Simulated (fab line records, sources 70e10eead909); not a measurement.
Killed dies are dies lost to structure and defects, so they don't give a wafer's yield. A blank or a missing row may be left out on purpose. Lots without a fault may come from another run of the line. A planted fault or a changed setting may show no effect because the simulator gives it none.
Chamber matching | flow nand_harc | NHARC_P_BONDPAD_CMP_19 on cmp-04: 4 sister chambers
The step polishes, t overpolish 30 s, cu recess touch 16 s, target thk 160.81 nm. 24 wafers are shown with their chamber, then 12 later ones without.

WAFERS WITH THEIR CHAMBER
wafer  | chamber | motor_current_A (A) | overpolish_run_s (s)
L075.3 | 0       | 12.1                | 29.994
L075.5 | 3       | 13.8                | 29.996
L075.6 | 0       | 12.0                | 30.008
L078.1 | 1       | 11.1                | 29.997
L078.3 | 3       | 13.8                | 30.023
L078.4 | 0       | 11.9                | 30.001
L078.2 | 2       | 11.3                | 29.982
L078.5 | 1       | 11.0                | 29.992
L078.6 | 2       | 11.5                | 30.003
L076.2 | 0       | 11.3                | 30.003
L076.3 | 2       | 11.3                | 30.001
L076.5 | 0       | 11.6                | 29.996
L076.1 | 3       | 12.8                | 29.997
L076.4 | 1       | 10.8                | 30.011
L076.6 | 1       | 10.8                | 30.002
L079.1 | 0       | 11.6                | 29.989
L079.2 | 3       | 13.6                | 30.005
L079.6 | 1       | 10.9                | 29.991
L087.4 | 3       | 13.1                | 29.997
L087.5 | 1       | 11.1                | 30.002
L087.6 | 0       | 12.1                | 29.995
L091.2 | 2       | 10.7                | 30.002
L091.4 | 1       | 11.5                | 29.988
L091.6 | 3       | 13.2                | 30.007

SIGNATURES (means of the wafers above)
reading          | chamber 0 | chamber 1 | chamber 2 | chamber 3 | scatter within a chamber
motor_current_A  | 11.800    | 11.029    | 11.200    | 13.383    | 0.326
overpolish_run_s | 29.99800  | 29.99757  | 29.99700  | 30.00417  | 0.00856
Rule: a wafer's distance from a chamber is the root of the sum, over the readings, of the square of ((its reading less the chamber's mean) divided by the reading's scatter). The wafer belongs to the nearest chamber; if the next one is less than 2 further off, it can't be placed. The scatter: the root of (the sum of the squares of (reading less its chamber's mean) over the shown wafers, divided by (wafers less chambers)).

WAFERS WITHOUT THEIR CHAMBER
wafer  | motor_current_A (A) | overpolish_run_s (s)
L092.1 | 11.1                | 29.992
L092.4 | 13.6                | 29.990
L092.5 | 10.9                | 30.003
L092.2 | 12.0                | 29.987
L092.3 | 11.0                | 29.991
L092.6 | 10.7                | 30.004
L095.2 | 12.0                | 29.996
L095.4 | 11.9                | 30.010
L095.6 | 10.8                | 29.999
L096.2 | 11.7                | 29.999
L096.3 | 13.3                | 30.002
L096.5 | 13.3                | 30.012

WHICH CHAMBER EACH WENT THROUGH
wafer  | from the rows above          | in truth
L092.1 | can't be placed: 2 or 1 or 0 | 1
L092.4 | 3                            | 3
L092.5 | can't be placed: 1 or 2      | 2
L092.2 | can't be placed: 0 or 2 or 1 | 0
L092.3 | can't be placed: 1 or 2 or 0 | 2
L092.6 | can't be placed: 1 or 2      | 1
L095.2 | can't be placed: 0 or 2      | 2
L095.4 | can't be placed: 0 or 2 or 1 | 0
L095.6 | can't be placed: 1 or 2      | 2
L096.2 | can't be placed: 0 or 2 or 1 | 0
L096.3 | 3                            | 3
L096.5 | 3                            | 3
Placed correctly: 3 of 12. Can't be placed from these rows: 9 (the true chamber is among the candidates in 9). Placed wrongly: 0.
